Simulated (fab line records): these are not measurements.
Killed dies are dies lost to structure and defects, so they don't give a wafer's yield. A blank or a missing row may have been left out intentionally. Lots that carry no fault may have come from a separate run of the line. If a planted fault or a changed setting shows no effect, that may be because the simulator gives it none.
fab line records ; flow n5-finfet
record: lots: 10; wafers: 29; last-day: 17
route steps=1938 shown MOL_CONTACT_COAG@543 BEOL_M4@1111 PASSIVATION@1936
lots with no fault: from the same line, run without faults
start-h: hours from the record's first day to the start of the lot's first wafer shown ; wait-h: hours from the lot's prior step to this one ; " same as the row above ; L1.1+2: a row that stands for several wafers ; - value missing, or start not given ; * or withheld: withheld ; < > ~ a bound
route shown NAME@n: NAME is a module with steps in the file, n the number in the route of the first one ; usual: mean/standard deviation of fault-free wafers ; same: alike in all rows ; chamber/n: place in a boat ; sites: readings site by site ; _std_site: how widely they spread, as a standard deviation ; _edge_site: mean of outer sites minus mean of inner sites ; radius-mm: for every site, how far away it sits from the centre of the wafer ; mask NAME#n: copy n ; behind: tool/chamber where the wafer was last shaped ; hold: why the lot went on hold/how many hours it stayed there/how the hold came to an end ; device: the n, p or np transistor that did not switch ; end of line: tests run on the same wafers once the route is complete ; a step without rows: its recipe alone ; killed: count of dies lost to structure and defects at first sort (not the wafer's yield) ; map: the dies of a wafer, with x for killed, . for not killed, _ for no die there
set.NAME: the setting the step ran with; set.NAME@STEP: the setting that earlier step ran with ; model.NAME: the simulator's own value behind a step, which no gauge read
the route's steps for a sample of lots (tables are steps, rows are wafers)
services: a tool's chamber out of use, with start hour (start-h, from the record's first day; less than 0 if before it), hours out, and reason
== steps ==
step: N5_MOL_CONTACT_COAG_TI_SIL_19
recipe: material: Ti; target-thk-a: 42; temp-c: 200; chamber-pressure-pa: 5; power-w: 5000; time-s: 15
usual: throttle-valve-pct: 30.5/1.4
same: time-s: 15
lot.wafer;tool;chamber;start-h;wait-h;throttle-valve-pct
L632.2;pvd-sputter-02;-;91.85;0.2;31.9
L632.3;pvd-sputter-02;-;91.85;0.2;32.7
L632.5;pvd-sputter-02;-;91.85;0.2;32.8
L634.1;pvd-sputter-02;-;102.41;0.2;30.9
L634.3;pvd-sputter-02;-;102.41;0.2;32.1
L634.5;pvd-sputter-02;-;102.41;0.2;31.2
L635.1;pvd-sputter-03;-;106.75;0.3;30.9
L635.3;pvd-sputter-03;-;106.75;0.3;31.3
L635.6;pvd-sputter-03;-;106.75;0.3;28.1
L638.1;pvd-sputter-01;-;129.64;0.2;30.6
L638.3;pvd-sputter-01;-;129.64;0.2;28.0
L638.5;pvd-sputter-01;-;129.64;0.2;28.1
L645.1;pvd-sputter-02;-;166.42;0.4;30.9
L645.3;pvd-sputter-02;-;166.42;0.4;32.7
L645.6;pvd-sputter-02;-;166.42;0.4;31.0
L646.1;pvd-sputter-03;-;173.25;0.2;27.8
L646.3;pvd-sputter-03;-;173.25;0.2;31.1
L646.5;pvd-sputter-03;-;173.25;0.2;30.6
L647.4;pvd-sputter-03;-;179.06;0.1;31.2
L647.5;pvd-sputter-03;-;179.06;0.1;31.1
L647.6;pvd-sputter-03;-;179.06;0.1;31.1
L649.2;pvd-sputter-03;-;190.90;0.2;31.4
L649.3;pvd-sputter-03;-;190.90;0.2;27.9
L649.4;pvd-sputter-03;-;190.90;0.2;30.6
L652.1;pvd-sputter-02;-;209.67;0.2;32.6
L652.4;pvd-sputter-02;-;209.67;0.2;31.0
L652.6;pvd-sputter-02;-;209.67;0.2;32.9
L655.5;pvd-sputter-02;-;234.16;0.2;31.5
L655.6;pvd-sputter-02;-;234.16;0.2;31.1
step: N5_MOL_CONTACT_COAG_ANNEAL_113
recipe: temp-c: 400; time-s: 300; ambient: H2/N2
usual: lamp-power-pct: 2.74/0.082; lamp_zone_3_pct: 2.74/0.082; lamp_zone_4_pct: 2.74/0.082; lamp_zone_5_pct: 2.74/0.082; wafer_temp_C_max: 401.8/0.63
same: time-s: 300
lot.wafer;tool;chamber;start-h;wait-h;lamp-power-pct;lamp_zone_3_pct;lamp_zone_4_pct;lamp_zone_5_pct;wafer_temp_C_max
L632.2;rtp-anneal-02;0;96.47;0.7;2.68;2.68;2.68;2.68;401.9
L632.3;rtp-anneal-02;0;96.47;0.7;2.68;2.68;2.68;2.68;401.3
L632.5;rtp-anneal-02;0;96.47;0.7;2.68;2.67;2.68;2.67;401.2
L634.1;rtp-anneal-02;0;105.95;0.3;2.68;2.68;2.67;2.68;401.1
L634.3;rtp-anneal-02;0;105.95;0.3;2.68;2.68;2.68;2.68;401.1
L634.5;rtp-anneal-02;0;105.95;0.3;2.68;2.68;2.68;2.68;401.1
L635.1;rtp-anneal-02;0;110.43;0.3;2.68;2.68;2.69;2.68;401.7
L635.3;rtp-anneal-02;0;110.43;0.3;2.68;2.68;2.68;2.68;401.8
L635.6;rtp-anneal-02;0;110.43;0.3;2.68;2.68;2.68;2.68;402.3
L638.1;rtp-anneal-02;0;132.20;0.3;2.68;2.68;2.68;2.68;401.3
L638.3;rtp-anneal-02;0;132.20;0.3;2.68;2.68;2.68;2.68;401.5
L638.5;rtp-anneal-02;0;132.20;0.3;2.68;2.68;2.68;2.68;401.4
L645.1;rtp-anneal-02;0;169.60;0.3;2.68;2.68;2.68;2.69;401.5
L645.3;rtp-anneal-02;0;169.60;0.3;2.68;2.68;2.68;2.68;401.9
L645.6;rtp-anneal-02;0;169.60;0.3;2.68;2.68;2.68;2.68;401.7
L646.1;rtp-anneal-02;0;175.07;0.6;2.68;2.68;2.68;2.68;401.6
L646.3;rtp-anneal-02;0;175.07;0.6;2.68;2.68;2.68;2.68;401.6
L646.5;rtp-anneal-02;0;175.07;0.6;2.68;2.68;2.68;2.68;401.0
L647.4;rtp-anneal-02;0;181.32;0.5;2.68;2.69;2.68;2.68;401.4
L647.5;rtp-anneal-02;0;181.32;0.5;2.69;2.68;2.68;2.68;401.9
L647.6;rtp-anneal-02;0;181.32;0.5;2.68;2.68;2.68;2.68;401.4
L649.2;rtp-anneal-02;0;194.25;0.5;2.67;2.68;2.68;2.68;401.7
L649.3;rtp-anneal-02;0;194.25;0.5;2.68;2.68;2.68;2.68;401.9
L649.4;rtp-anneal-02;0;194.25;0.5;2.68;2.68;2.68;2.68;401.2
L652.1;rtp-anneal-02;0;213.28;0.3;2.68;2.68;2.68;2.68;401.2
L652.4;rtp-anneal-02;0;213.28;0.3;2.68;2.68;2.68;2.68;401.2
L652.6;rtp-anneal-02;0;213.28;0.3;2.68;2.68;2.68;2.68;401.1
L655.5;rtp-anneal-02;0;236.83;0.6;2.68;2.68;2.68;2.68;401.5
L655.6;rtp-anneal-02;0;236.83;0.6;2.68;2.68;2.68;2.68;401.2
step: N5_MOL_CONTACT_COAG_COAT_78
recipe: resist: CAR-EUV; spin-rpm: 1500; resist-thk-nm: 40
usual: spin-speed-rpm: 1500.0/1.1
lot.wafer;tool;chamber;start-h;wait-h;spin-speed-rpm
L632.2;litho-track-01;0;102.44;-;1499.2
L632.3;litho-track-01;0;102.44;-;1499.5
L632.5;litho-track-01;0;102.44;-;1500.6
L634.1;litho-track-02;0;110.71;-;1499.9
L634.3;litho-track-02;0;110.71;-;1500.1
L634.5;litho-track-02;0;110.71;-;1500.2
L635.1;litho-track-01;0;115.48;-;1501.6
L635.3;litho-track-01;0;115.48;-;1500.0
L635.6;litho-track-01;0;115.48;-;1500.3
L638.1;litho-track-04;0;138.35;-;1500.8
L638.3;litho-track-04;0;138.35;-;1499.1
L638.5;litho-track-04;0;138.35;-;1500.6
L645.1;litho-track-01;0;174.66;-;1501.7
L645.3;litho-track-01;0;174.66;-;1500.6
L645.6;litho-track-01;0;174.66;-;1498.8
L646.1;litho-track-01;0;181.46;-;1403.2
L646.3;litho-track-01;0;181.46;-;1401.4
L646.5;litho-track-01;0;181.46;-;1401.3
L647.4;litho-track-01;0;188.06;-;1401.6
L647.5;litho-track-01;0;188.06;-;1400.9
L647.6;litho-track-01;0;188.06;-;1402.6
L649.2;litho-track-02;0;199.20;-;1500.8
L649.3;litho-track-02;0;199.20;-;1500.7
L649.4;litho-track-02;0;199.20;-;1500.4
L652.1;litho-track-02;0;219.90;-;1500.9
L652.4;litho-track-02;0;219.90;-;1498.9
L652.6;litho-track-02;0;219.90;-;1498.5
L655.5;litho-track-04;0;242.07;-;1499.8
L655.6;litho-track-04;0;242.07;-;1500.2
step: N5_MOL_CONTACT_COAG_ALD_131
recipe: material: SiO2; target-thk-a: 50; temp-c: 100; ald-precursor-family: BDEAS; ald-co-reactant: O2-plasma; pulse-time-s: 1; co-reactant-pulse-time-s: 1; purge-time-s: 2; co-reactant-purge-time-s: 2; ald-cycles: 35; pressure-torr: 2
usual: heater-power-w: 73/8.8; precursor-pulse-height-rel: 1.002/0.021
lot.wafer;tool;chamber;start-h;wait-h;heater-power-w;precursor-pulse-height-rel
L632.2;ald-sin-04;2;103.23;0.1;80;1.007
L632.3;ald-sin-04;1;103.23;0.1;67;0.986
L632.5;ald-sin-04;1;103.23;0.1;69;0.982
L634.1;ald-sin-03;1;111.37;0.1;69;0.978
L634.3;ald-sin-03;0;111.37;0.1;73;1.032
L634.5;ald-sin-03;3;111.37;0.1;72;1.006
L635.1;ald-sin-03;1;116.09;0.1;70;0.999
L635.3;ald-sin-03;0;116.09;0.1;70;0.991
L635.6;ald-sin-03;1;116.09;0.1;70;0.980
L638.1;ald-sin-04;1;138.91;0.1;68;0.995
L638.3;ald-sin-04;0;138.91;0.1;67;0.991
L638.5;ald-sin-04;3;138.91;0.1;66;0.997
L645.1;ald-sin-03;0;176.24;0.9;71;1.030
L645.3;ald-sin-03;2;176.24;0.9;79;1.031
L645.6;ald-sin-03;0;176.24;0.9;70;1.016
L646.1;ald-sin-04;1;182.12;0.1;67;1.036
L646.3;ald-sin-04;2;182.12;0.1;76;0.982
L646.5;ald-sin-04;2;182.12;0.1;78;0.988
L647.4;ald-sin-02;3;189.36;0.7;79;0.988
L647.5;ald-sin-02;1;189.36;0.7;105;0.996
L647.6;ald-sin-02;2;189.36;0.7;72;1.013
L649.2;ald-sin-03;1;199.85;0.1;67;1.013
L649.3;ald-sin-03;2;199.85;0.1;82;0.995
L649.4;ald-sin-03;3;199.85;0.1;69;1.017
L652.1;ald-sin-04;2;221.19;0.1;78;1.036
L652.4;ald-sin-04;1;221.19;0.1;70;0.982
L652.6;ald-sin-04;3;221.19;0.1;63;1.009
L655.5;ald-sin-04;3;242.80;0.1;68;1.003
L655.6;ald-sin-04;2;242.80;0.1;74;1.008
step: N5_BEOL_M4_RC_MEAS_101
usual: DIBL_N: 36.8/2.2; DIBL_P: 37.0/2.8; IOFF_N: 0.18/0.043; IOFF_P: 0.23/0.05; ION_N: 680/14; ION_P: 466/9.1; SS_N: 71.7/0.74; SS_P: 73.5/0.79; VT_N: 248/4; VT_P: -249/4.1
lot.wafer;tool;chamber;start-h;wait-h;DIBL_N[mV/V];DIBL_P[mV/V];IOFF_N[nA/um];IOFF_P[nA/um];ION_N[uA/um];ION_P[uA/um];SS_N[mV/dec];SS_P[mV/dec];VT_N[mV];VT_P[mV]
L634.1;prober-01;0;169.07;0.0;39.6;41.3;0.29;0.36;715;484;72.7;74.8;238;-241
L634.3;prober-01;0;169.07;0.0;35.4;36.2;0.17;0.22;691;470;71.5;73.3;247;-246
L634.5;prober-01;0;169.07;0.0;37.8;39.6;0.23;0.32;696;480;72.1;74.0;243;-242
L632.2;prober-01;0;177.38;0.2;34.7;35.3;0.13;0.19;665;459;71.2;73.2;251;-253
L632.3;prober-01;0;177.38;0.2;33.8;35.0;0.13;0.19;687;467;71.0;73.7;249;-251
L632.5;prober-01;0;177.38;0.2;37.8;38.8;0.20;0.25;689;467;71.7;74.1;246;-249
L635.1;prober-01;0;197.16;0.1;35.7;36.9;0.18;0.19;677;453;71.6;73.4;243;-254
L635.3;prober-01;0;197.16;0.1;36.3;38.2;0.17;0.19;667;456;71.6;73.1;253;-253
L635.6;prober-01;0;197.16;0.1;37.7;40.2;0.23;0.24;700;467;72.0;73.6;244;-250
L638.1;prober-02;0;205.15;0.0;38.0;36.7;0.21;0.23;690;468;71.7;73.6;246;-250
L638.3;prober-02;0;205.15;0.0;39.4;38.2;0.22;0.24;699;469;72.1;74.7;249;-248
L638.5;prober-02;0;205.15;0.0;34.8;32.6;0.13;0.16;684;462;71.1;72.6;253;-253
L645.1;prober-02;0;247.48;0.0;36.1;36.5;0.15;0.20;674;462;71.9;73.4;251;-251
L645.3;prober-02;0;247.48;0.0;35.9;35.4;0.16;0.20;684;460;71.3;73.3;248;-251
L645.6;prober-02;0;247.48;0.0;37.0;37.1;0.17;0.23;683;463;71.3;73.4;248;-248
L647.4;prober-01;0;253.72;0.5;34.1;33.3;0.12;0.20;659;459;71.4;73.2;254;-249
L647.5;prober-01;0;253.72;0.5;35.7;34.9;0.14;0.23;666;467;71.9;73.1;251;-247
L647.6;prober-01;0;253.72;0.5;35.5;34.5;0.14;0.22;657;460;71.1;72.6;252;-249
L646.1;prober-02;0;254.04;0.0;39.4;41.1;0.25;0.29;703;478;72.8;74.9;243;-244
L646.3;prober-02;0;254.04;0.0;34.7;32.9;0.14;0.15;672;454;71.4;72.9;250;-255
L646.5;prober-02;0;254.04;0.0;35.5;35.6;0.15;0.20;670;461;71.3;72.9;250;-252
L649.2;prober-02;0;260.82;0.2;38.1;35.3;0.18;0.24;688;475;72.0;73.1;249;-246
L649.3;prober-02;0;260.82;0.2;40.9;38.5;0.22;0.30;693;478;72.2;74.1;243;-244
L649.4;prober-02;0;260.82;0.2;38.4;35.4;0.16;0.23;669;459;71.9;73.5;252;-248
L652.1;prober-02;0;293.41;0.0;38.8;40.2;0.22;0.29;696;472;72.0;74.7;247;-244
L652.4;prober-02;0;293.41;0.0;37.5;39.5;0.20;0.29;696;480;72.4;74.3;245;-244
L652.6;prober-02;0;293.41;0.0;37.8;38.9;0.18;0.25;679;466;72.2;74.3;249;-245
L655.5;prober-02;0;299.52;0.6;36.7;37.9;0.20;0.26;686;474;72.2;73.6;243;-244
L655.6;prober-02;0;299.52;0.6;37.7;40.2;0.22;0.31;701;487;72.3;74.8;242;-241
step: N5_PASSIVATION_PROBE_49
usual: defect-limited-yield: 91.4/1.5; killed_at_M0_to_M3: 36/11; killed_at_M4_up: 14/6; killed-at-contacts: 11/6; killed-at-front-end: 37/11; killed-at-other: 4/3.4; killed-dies: 102/18; killed-open: 66/13; killed-short: 34/7.8; sort_bin_5_function: 5.0/0.97; sort_bin_6_memory: 3.2/0.7; sort-n-pass: 1078/19; sort-yield-pct: 91.3/1.6
same: gross-dies: 1180; killed-at-back-side: 0; sort_bin_4_leakage[%]: 0; sort_bin_8_speed[%]: 0
lot.wafer;tool;chamber;start-h;wait-h;defect-limited-yield[%];killed_at_M0_to_M3;killed_at_M4_up;killed-at-contacts;killed-at-front-end;killed-at-other;killed-dies;killed-open;killed-short;sort_bin_5_function[%];sort_bin_6_memory[%];sort-n-pass;sort-yield-pct[%]
L634.1;prober-01;-;271.72;0.0;91.7;30;16;15;28;9;98;60;34;4.2;3.9;1082;91.7
L634.3;prober-01;-;271.82;0.1;92.5;41;15;7;24;1;88;46;39;4.4;2.5;1092;92.5
L634.5;prober-01;-;271.92;0.2;91.7;25;21;7;37;8;98;66;30;5.3;3.0;1082;91.7
L632.2;prober-02;-;281.74;0.1;90.3;43;23;18;29;2;115;83;30;5.8;3.6;1065;90.3
L632.3;prober-02;-;281.79;0.1;90.7;38;16;5;45;6;110;71;35;5.7;3.5;1070;90.7
L632.5;prober-02;-;281.89;0.2;92.3;28;13;5;41;4;91;61;27;4.3;3.1;1089;92.3
L635.1;prober-02;-;306.40;0.0;90.8;39;10;5;46;8;108;66;33;5.1;3.1;1072;90.8
L635.3;prober-02;-;306.50;0.1;90.4;26;3;13;51;20;113;75;34;5.6;3.6;1067;90.4
L635.6;prober-02;-;306.65;0.3;91.6;26;13;29;25;6;99;76;22;4.6;3.6;1081;91.6
L638.1;prober-02;-;313.20;0.0;90.8;40;8;16;42;2;108;66;40;6.0;3.1;1072;90.8
L638.3;prober-02;-;313.30;0.1;90.4;41;9;19;37;7;113;78;33;4.9;4.3;1067;90.4
L638.5;prober-02;-;313.40;0.2;90.2;41;15;18;41;1;116;89;25;5.9;3.5;1064;90.2
L645.1;prober-02;-;349.82;0.9;93.5;27;13;5;31;1;77;45;30;3.4;2.7;1103;93.5
L645.3;prober-02;-;349.92;1.0;90.8;31;13;21;41;2;108;65;43;5.3;3.5;1072;90.8
L645.6;prober-02;-;350.07;1.1;90.1;36;28;7;44;2;117;83;33;6.1;3.6;1063;90.1
L647.4;prober-02;-;353.09;0.2;90.9;56;14;7;19;11;107;74;33;6.0;2.7;1073;90.9
L647.5;prober-02;-;353.14;0.2;90.4;47;16;9;33;8;113;76;37;5.8;3.6;1067;90.4
L647.6;prober-02;-;353.19;0.3;92.3;49;16;11;12;3;91;61;30;4.1;3.1;1089;92.3
L646.1;prober-02;-;359.21;0.5;90.0;48;24;26;20;0;118;87;31;5.9;3.7;1062;90.0
L646.3;prober-02;-;359.31;0.6;90.4;23;36;7;43;4;113;71;39;5.4;3.8;1067;90.4
L646.5;prober-02;-;359.41;0.7;91.4;31;25;8;36;1;101;64;35;5.7;2.6;1079;91.4
L649.2;prober-01;-;363.62;0.1;91.3;42;17;7;34;3;103;55;45;5.4;2.9;1077;91.3
L649.3;prober-01;-;363.67;0.1;91.4;28;9;9;53;2;101;60;41;6.0;2.1;1079;91.4
L649.4;prober-01;-;363.72;0.2;93.1;30;10;7;34;0;81;56;24;3.6;2.8;1099;93.1
L652.1;prober-02;-;397.03;0.0;91.8;14;18;6;44;15;97;65;32;5.2;3.1;1083;91.8
L652.4;prober-02;-;397.18;0.2;90.9;47;8;12;34;6;107;74;28;4.8;3.9;1073;90.9
L652.6;prober-02;-;397.28;0.3;92.8;30;10;9;29;7;85;65;19;4.2;2.7;1095;92.8
L655.5;prober-01;-;401.26;0.2;91.3;39;15;3;45;1;103;62;40;5.4;3.1;1077;91.3
L655.6;prober-01;-;401.31;0.3;89.4;64;8;7;46;0;125;72;51;5.8;4.2;1055;89.4
killed by level:class
L634.1 MOL_CONTACT_COAG:geometric-particle:open=13 BEOL_M2:geometric-particle:open=9 BEOL_M4:geometric-particle:open=6 BEOL_M0_SAQP:geometric-particle:open=5 DUMMY_GATE:geometric-particle:open=4 BEOL_M0_SAQP:geometric-particle:short=4 BEOL_M3:geometric-particle:open=4 PASS1_CAP:geometric-particle:open=4
L634.3 FIN_SAQP:geometric-particle:short=11 BEOL_M0_SAQP:geometric-particle:short=11 BEOL_M0_SAQP:geometric-particle:open=9 BEOL_M3:geometric-particle:open=6 BEOL_M2:geometric-particle:open=5 FIN_SAQP:geometric-particle:open=4 MOL_CONTACT_COAG:geometric-particle:short=4 BEOL_M3:geometric-particle:short=4
L634.5 BEOL_M4:geometric-particle:open=16 FIN_SAQP:geometric-particle:open=9 STI_FIN_REVEAL:geometric-particle:open=6 BEOL_M0_SAQP:geometric-particle:open=5 BEOL_M2:geometric-particle:open=5 BEOL_M3:geometric-particle:open=5 FIN_SAQP:geometric-particle:short=4 GATE_CUT:geometric-particle:short=4
L632.2 MOL_CONTACT_COAG:geometric-particle:open=13 BEOL_M1:geometric-particle:open=13 BEOL_M4:geometric-particle:open=11 STI_FIN_REVEAL:geometric-particle:open=10 BEOL_M0_SAQP:geometric-particle:short=9 BEOL_M3:geometric-particle:open=7 BEOL_M0_SAQP:geometric-particle:open=6 FIN_SAQP:geometric-particle:open=5
L632.3 STI_FIN_REVEAL:geometric-particle:open=13 FIN_SAQP:geometric-particle:open=9 BEOL_M3:geometric-particle:open=7 BEOL_M0_SAQP:geometric-particle:open=6 FIN_SAQP:geometric-particle:short=5 BEOL_M0_SAQP:geometric-particle:short=5 BEOL_M1:geometric-particle:open=5 BEOL_M8:geometric-particle:open=5
L632.5 FIN_SAQP:geometric-particle:open=10 BEOL_M0_SAQP:geometric-particle:open=9 FIN_SAQP:geometric-particle:short=6 STI_FIN_REVEAL:geometric-particle:open=5 GATE_CUT:geometric-particle:short=5 BEOL_M3:geometric-particle:open=5 BEOL_M4:geometric-particle:open=5 STARTING-WAFER:geometric-particle:short=4
L635.1 BEOL_M3:geometric-particle:open=14 STI_FIN_REVEAL:geometric-particle:open=13 HKMG_FIN:area-etch=8 FIN_SAQP:geometric-particle:short=6 BEOL_M0_SAQP:geometric-particle:open=6 BEOL_M0_SAQP:geometric-particle:short=6 STI_FIN_REVEAL:geometric-particle:short=5 BEOL_M4:geometric-particle:open=5
L635.3 MOL_CONTACT_COAG:geometric-particle:open=12 DUMMY_GATE:geometric-particle:open=11 STI_FIN_REVEAL:geometric-particle:open=8 BEOL_M0:geometric-particle:short=6 BEOL_M3:geometric-particle:open=6 PAD_METAL:geometric-particle:short=6 FIN_SAQP:geometric-particle:short=5 PAD_METAL:geometric-particle:open=5
L635.6 MOL_CONTACT_COAG:geometric-particle:open=24 STI_FIN_REVEAL:geometric-particle:open=9 BEOL_M3:geometric-particle:open=7 BEOL_M4:geometric-particle:open=6 DUMMY_GATE:geometric-particle:open=5 BEOL_M0_SAQP:geometric-particle:open=4 GATE_CUT:geometric-particle:short=4 MOL_CONTACT_COAG:geometric-particle:short=4
L638.1 MOL_CONTACT_COAG:geometric-particle:open=13 BEOL_M3:geometric-particle:open=11 BEOL_M0_SAQP:geometric-particle:short=11 FIN_SAQP:geometric-particle:open=9 STI_FIN_REVEAL:geometric-particle:open=7 BEOL_M0_SAQP:geometric-particle:open=5 BEOL_M1:geometric-particle:open=5 STI_FIN_REVEAL:geometric-particle:short=4
L638.3 FIN_SAQP:geometric-particle:open=17 MOL_CONTACT_COAG:geometric-particle:open=14 BEOL_M1:geometric-particle:open=11 BEOL_M3:geometric-particle:open=7 BEOL_M0_SAQP:geometric-particle:open=6 BEOL_M2:geometric-particle:open=6 MOL_CONTACT_COAG:geometric-particle:short=5 BEOL_M0_SAQP:geometric-particle:short=5
L638.5 MOL_CONTACT_COAG:geometric-particle:open=16 FIN_SAQP:geometric-particle:open=12 BEOL_M3:geometric-particle:open=12 FIN_SAQP:geometric-particle:short=9 BEOL_M4:geometric-particle:open=8 BEOL_M0_SAQP:geometric-particle:open=8 BEOL_M2:geometric-particle:open=8 STI_FIN_REVEAL:geometric-particle:open=6
L645.1 FIN_SAQP:geometric-particle:short=6 STI_FIN_REVEAL:geometric-particle:open=6 BEOL_M0_SAQP:geometric-particle:open=6 GATE_CUT:geometric-particle:short=6 BEOL_M1:geometric-particle:open=6 BEOL_M3:geometric-particle:open=5 FIN_SAQP:geometric-particle:open=4 BEOL_M0_SAQP:geometric-particle:short=3
L645.3 MOL_CONTACT_COAG:geometric-particle:open=14 FIN_SAQP:geometric-particle:short=13 BEOL_M0_SAQP:geometric-particle:open=10 STI_FIN_REVEAL:geometric-particle:open=8 MOL_CONTACT_COAG:geometric-particle:short=7 BEOL_M4:geometric-particle:open=7 FIN_SAQP:geometric-particle:open=5 BEOL_M0_SAQP:geometric-particle:short=5
L645.6 BEOL_M4:geometric-particle:open=19 STI_FIN_REVEAL:geometric-particle:open=11 FIN_SAQP:geometric-particle:open=10 BEOL_M1:geometric-particle:open=8 BEOL_M2:geometric-particle:open=7 FIN_SAQP:geometric-particle:short=6 MOL_CONTACT_COAG:geometric-particle:open=5 BEOL_M3:geometric-particle:open=5
L647.4 BEOL_M0_SAQP:geometric-particle:open=18 BEOL_M0_SAQP:geometric-particle:short=10 BEOL_M3:geometric-particle:short=8 MOL_CONTACT_COAG:geometric-particle:open=6 BEOL_M1:geometric-particle:open=6 BEOL_M2:geometric-particle:open=6 MIM_TOP:geometric-particle:open=6 STI_FIN_REVEAL:geometric-particle:open=5
L647.5 BEOL_M2:geometric-particle:open=13 STI_FIN_REVEAL:geometric-particle:open=12 BEOL_M0_SAQP:geometric-particle:short=10 MOL_CONTACT_COAG:geometric-particle:open=8 BEOL_M0_SAQP:geometric-particle:open=7 BEOL_M3:geometric-particle:open=7 FIN_SAQP:geometric-particle:short=5 GATE_CUT:geometric-particle:short=5
L647.6 BEOL_M0_SAQP:geometric-particle:short=12 BEOL_M2:geometric-particle:open=10 MOL_CONTACT_COAG:geometric-particle:open=8 BEOL_M0_SAQP:geometric-particle:open=8 BEOL_M1:geometric-particle:open=8 BEOL_M5:geometric-particle:open=6 BEOL_M3:geometric-particle:open=4 BEOL_M4:geometric-particle:open=4
L646.1 MOL_CONTACT_COAG:geometric-particle:open=24 BEOL_M2:geometric-particle:open=13 BEOL_M0_SAQP:geometric-particle:short=11 BEOL_M0_SAQP:geometric-particle:open=11 BEOL_M4:geometric-particle:open=10 BEOL_M5:geometric-particle:open=7 FIN_SAQP:geometric-particle:open=5 BEOL_M1:geometric-particle:open=5
L646.3 BEOL_M4:geometric-particle:open=14 FIN_SAQP:geometric-particle:short=12 BEOL_M5:geometric-particle:open=8 STI_FIN_REVEAL:geometric-particle:open=7 BEOL_M0_SAQP:geometric-particle:short=7 GATE_CUT:geometric-particle:short=6 BEOL_M0_SAQP:geometric-particle:open=6 FIN_SAQP:geometric-particle:open=5
L646.5 BEOL_M0_SAQP:geometric-particle:open=9 BEOL_M4:geometric-particle:open=9 FIN_SAQP:geometric-particle:open=7 MOL_CONTACT_COAG:geometric-particle:open=7 GATE_CUT:geometric-particle:short=6 FIN_SAQP:geometric-particle:short=5 BEOL_M3:geometric-particle:open=5 BEOL_M2:geometric-particle:open=5
L649.2 BEOL_M1:geometric-particle:open=13 GATE_CUT:geometric-particle:short=8 BEOL_M4:geometric-particle:short=8 GATE_CUT:geometric-particle:open=7 BEOL_M0_SAQP:geometric-particle:short=7 BEOL_M0_SAQP:geometric-particle:open=6 MOL_CONTACT_COAG:geometric-particle:open=5 BEOL_M1:geometric-particle:short=5
L649.3 BEOL_M2:geometric-particle:open=8 FIN_SAQP:geometric-particle:short=7 GATE_CUT:geometric-particle:short=7 GATE_CUT:geometric-particle:open=6 MOL_CONTACT_COAG:geometric-particle:open=5 BEOL_M1:geometric-particle:open=5 MOL_CONTACT_COAG:geometric-particle:short=4 BEOL_M4:geometric-particle:open=4
L649.4 BEOL_M3:geometric-particle:open=15 STI_FIN_REVEAL:geometric-particle:open=10 GATE_CUT:geometric-particle:open=6 GATE_CUT:geometric-particle:short=5 MOL_CONTACT_COAG:geometric-particle:open=5 FIN_SAQP:geometric-particle:open=4 DUMMY_GATE:geometric-particle:open=2 ILD0:geometric-particle:short=2
L652.1 STI_FIN_REVEAL:geometric-particle:open=11 BEOL_M4:geometric-particle:open=7 FIN_SAQP:geometric-particle:open=6 DUMMY_GATE:geometric-particle:open=6 MOL_CONTACT_COAG:geometric-particle:open=6 PASS1_CAP:geometric-particle:open=6 STI_FIN_REVEAL:geometric-particle:short=5 BEOL_M0:geometric-particle:open=4
L652.4 BEOL_M0_SAQP:geometric-particle:short=12 MOL_CONTACT_COAG:geometric-particle:open=11 BEOL_M0_SAQP:geometric-particle:open=10 BEOL_M2:geometric-particle:open=9 FIN_SAQP:geometric-particle:open=8 BEOL_M3:geometric-particle:open=7 DUMMY_GATE:geometric-particle:open=6 FIN_SAQP:geometric-particle:short=3
L652.6 STI_FIN_REVEAL:geometric-particle:open=10 BEOL_M1:geometric-particle:open=8 MOL_CONTACT_COAG:geometric-particle:open=7 BEOL_M2:geometric-particle:open=7 BEOL_M3:geometric-particle:open=6 DUMMY_GATE:geometric-particle:open=5 BEOL_M0_SAQP:geometric-particle:open=5 BEOL_M4:geometric-particle:open=5
L655.5 FIN_SAQP:geometric-particle:short=9 BEOL_M0_SAQP:geometric-particle:short=8 BEOL_M0_SAQP:geometric-particle:open=8 BEOL_M2:geometric-particle:open=8 ILD0:geometric-particle:short=6 STARTING-WAFER:geometric-particle:open=6 FIN_SAQP:geometric-particle:open=5 STI_FIN_REVEAL:geometric-particle:open=5
L655.6 BEOL_M0_SAQP:geometric-particle:short=23 FIN_SAQP:geometric-particle:short=14 BEOL_M0_SAQP:geometric-particle:open=14 FIN_SAQP:geometric-particle:open=9 BEOL_M1:geometric-particle:open=9 DUMMY_GATE:geometric-particle:open=8 BEOL_M2:geometric-particle:open=7 MOL_CONTACT_COAG:geometric-particle:open=6
== services ==
tool;chamber;start-h;hours;kind
pvd-sputter-02;-;68.37;0.8;repair
ald-sin-02;3;69.88;3.5;repair
pvd-sputter-01;-;74.36;1.9;repair
litho-track-02;-;92.12;-;consumable-replace:filter
ald-sin-02;3;95.33;2.5;repair
pvd-sputter-02;-;103.35;1.5;repair
litho-track-01;-;120.50;-;consumable-replace:filter
pvd-sputter-02;-;127.15;4.5;repair
pvd-sputter-01;-;141.51;3.1;repair
ald-sin-04;0;141.81;9.5;repair
pvd-sputter-01;-;151.78;1.0;repair
ald-sin-03;-;176.75;14.0;pm
ald-sin-03;0;176.75;14.0;vent-cycle
ald-sin-03;1;176.75;19.9;vent-cycle
ald-sin-03;2;176.75;14.0;vent-cycle
ald-sin-03;3;176.75;14.0;vent-cycle
ald-sin-03;0;190.75;-;clean
ald-sin-03;2;190.75;-;clean
ald-sin-03;3;190.75;-;clean
pvd-sputter-01;-;194.09;0.8;repair
ald-sin-03;0;207.35;4.5;repair
ald-sin-03;0;219.36;18.2;repair
== key ==
first-sign: step: N5_MOL_CONTACT_COAG_COAT_78; reading: spin-speed-rpm; direction: down; sigmas: 93; usual: *; struck: *
effect none on later readings
met-at N5_MOL_CONTACT_COAG_COAT_78
struck-lots L646,L647
not-acting-at N5_MOL_CONTACT_COAG_TI_SIL_19,N5_MOL_CONTACT_COAG_ANNEAL_113,N5_MOL_CONTACT_COAG_ALD_131
onset-between 174.66 181.46
fault: kind: process-parameter-drift; tool: litho-track-01; chamber: -; onset-h: 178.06; steps: N5_MOL_CONTACT_COAG_COAT_78; channel: spin-rpm; offset: *; shape: step; end-h: 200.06; acts-in: *; stated: *
